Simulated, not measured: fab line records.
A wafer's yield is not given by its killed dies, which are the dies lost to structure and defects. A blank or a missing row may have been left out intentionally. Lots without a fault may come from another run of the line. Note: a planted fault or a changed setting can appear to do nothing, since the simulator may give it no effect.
Split-lot experiment / flow n5 finfet / 7 lots, 21 wafers read, on a route of 1938 steps

== ABOUT THE SPLIT ==
At N5_BEOL_M4_COAT_62 (time 60 s, resist thk 12 nm), the setting spin rpm was moved away from the recipe's 1500 rpm on 7 of the 21 wafers read, by -4.5% to +7.1%. The other wafers ran this setting at the recipe's value.

== FROM THE SPLIT TO THE READING: what the file shows between them, 4 steps ==
- N5_BEOL_M4_COAT_73: time 60 s, resist thk 5 nm
- N5_BEOL_M4_COAT_05: resist thk 30 nm
- N5_BEOL_M4_DESCUM_16: chemistry O2, time 7 s
- N5_BEOL_M4_ETCH_74: etches underlayer in N2/H2, target depth 6.5 nm, time 5.2 s

== THE READING ==
etch.depth nm (the simulator's own value, which no gauge read), in nm, at N5_BEOL_M4_ETCH_63 (etches SiARC in CF4, target depth 15.6 nm, time 26 s). The file does not state a usual value for it. The 14 wafers here that ran the recipe average 12.00 nm, standard deviation 0.04 nm.

wafer=L074.2; tool, chamber at the split=litho track-05, 0; spin rpm as run, rpm=1500; against the recipe=recipe; etch.depth nm, nm=12.06; against lot-mates on the recipe=-
wafer=L074.3; tool, chamber at the split=litho track-05, 0; spin rpm as run, rpm=1582; against the recipe=+5.5%; etch.depth nm, nm=11.7; against lot-mates on the recipe=-0.36
wafer=L074.5; tool, chamber at the split=litho track-05, 0; spin rpm as run, rpm=1582; against the recipe=+5.5%; etch.depth nm, nm=11.7; against lot-mates on the recipe=-0.36
wafer=L078.3; tool, chamber at the split=litho track-04, 0; spin rpm as run, rpm=1500; against the recipe=recipe; etch.depth nm, nm=12.05; against lot-mates on the recipe=-
wafer=L078.5; tool, chamber at the split=litho track-04, 0; spin rpm as run, rpm=1500; against the recipe=recipe; etch.depth nm, nm=12.01; against lot-mates on the recipe=-
wafer=L078.6; tool, chamber at the split=litho track-04, 0; spin rpm as run, rpm=1500; against the recipe=recipe; etch.depth nm, nm=11.97; against lot-mates on the recipe=-
wafer=L082.3; tool, chamber at the split=litho track-05, 0; spin rpm as run, rpm=1500; against the recipe=recipe; etch.depth nm, nm=11.98; against lot-mates on the recipe=-
wafer=L082.5; tool, chamber at the split=litho track-05, 0; spin rpm as run, rpm=1433; against the recipe=-4.5%; etch.depth nm, nm=12.26; against lot-mates on the recipe=+0.24
wafer=L082.6; tool, chamber at the split=litho track-05, 0; spin rpm as run, rpm=1500; against the recipe=recipe; etch.depth nm, nm=12.05; against lot-mates on the recipe=-
wafer=L085.1; tool, chamber at the split=litho track-05, 0; spin rpm as run, rpm=1500; against the recipe=recipe; etch.depth nm, nm=12; against lot-mates on the recipe=-
wafer=L085.2; tool, chamber at the split=litho track-05, 0; spin rpm as run, rpm=1500; against the recipe=recipe; etch.depth nm, nm=12; against lot-mates on the recipe=-
wafer=L085.6; tool, chamber at the split=litho track-05, 0; spin rpm as run, rpm=1500; against the recipe=recipe; etch.depth nm, nm=12; against lot-mates on the recipe=-
wafer=L090.2; tool, chamber at the split=litho track-04, 0; spin rpm as run, rpm=1607; against the recipe=+7.1%; etch.depth nm, nm=11.66; against lot-mates on the recipe=-0.39
wafer=L090.4; tool, chamber at the split=litho track-04, 0; spin rpm as run, rpm=1607; against the recipe=+7.1%; etch.depth nm, nm=11.65; against lot-mates on the recipe=-0.40
wafer=L090.5; tool, chamber at the split=litho track-04, 0; spin rpm as run, rpm=1500; against the recipe=recipe; etch.depth nm, nm=12.05; against lot-mates on the recipe=-
wafer=L091.2; tool, chamber at the split=litho track-02, 0; spin rpm as run, rpm=1500; against the recipe=recipe; etch.depth nm, nm=12.03; against lot-mates on the recipe=-
wafer=L091.3; tool, chamber at the split=litho track-02, 0; spin rpm as run, rpm=1434; against the recipe=-4.4%; etch.depth nm, nm=12.35; against lot-mates on the recipe=+0.32
wafer=L091.5; tool, chamber at the split=litho track-02, 0; spin rpm as run, rpm=1434; against the recipe=-4.4%; etch.depth nm, nm=12.34; against lot-mates on the recipe=+0.31
wafer=L094.3; tool, chamber at the split=litho track-02, 0; spin rpm as run, rpm=1500; against the recipe=recipe; etch.depth nm, nm=11.95; against lot-mates on the recipe=-
wafer=L094.4; tool, chamber at the split=litho track-02, 0; spin rpm as run, rpm=1500; against the recipe=recipe; etch.depth nm, nm=11.92; against lot-mates on the recipe=-
wafer=L094.5; tool, chamber at the split=litho track-02, 0; spin rpm as run, rpm=1500; against the recipe=recipe; etch.depth nm, nm=11.99; against lot-mates on the recipe=-

THE FIT
A straight line over all 21 wafers: etch.depth nm changes by -0.0574 nm for each +1% of spin rpm; r = -0.97; the points scatter about the line by 0.046 nm.
The same after taking each lot's own level away (the mean of its wafers on the recipe; 21 wafers): -0.0613 nm for each +1%; r = -0.99; scatter 0.03 nm.
That fit puts the effect of the largest move of spin rpm on the reading at 0.44 nm.
Across the lots, their own levels run from 11.953 to 12.060 nm, a range of 2.7 times the standard deviation given above.
So the lot-to-lot level changes the slope little: the two slopes agree.
Check: -0.447 nm against its lot-mates is what the line predicts for one of the wafers moved furthest among these (+7.1%) when that wafer is left out of the fit. Against them it came out at -0.39 nm.

== THESE WAFERS: OTHER SPLITS ==
Before the reading, these wafers also passed through other splits. Each is held against what the fit with the lots' levels taken away leaves over:
other split on the same wafers=N5_BEOL_M4_ILD_DEP_00 time s; wafers away from the commonest value=7; r with etch.depth nm (lot level and that fit taken away)=+0.12

== THE WHOLE CHAIN: every reading that the file lists as answering this split, in the file's order ==
step=N5_BEOL_M4_COAT_62; what it does=time 60 s, resist thk 12 nm; reading=SiARC_of_BEOL_M4_COAT_62.thk nm (the simulator's own value, which no gauge read); change (the file's fit)=-0.0595 nm for each +1% of the setting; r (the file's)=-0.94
step=N5_BEOL_M4_ETCH_63; what it does=etches SiARC in CF4, target depth 15.6 nm, time 26 s; reading=etch.depth nm (the simulator's own value, which no gauge read); change (the file's fit)=-0.0605 nm for each +1% of the setting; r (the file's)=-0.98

== FILE'S OWN FIT ==
etch.depth nm changes by -0.0605 nm for each +1% of spin rpm, r = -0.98.
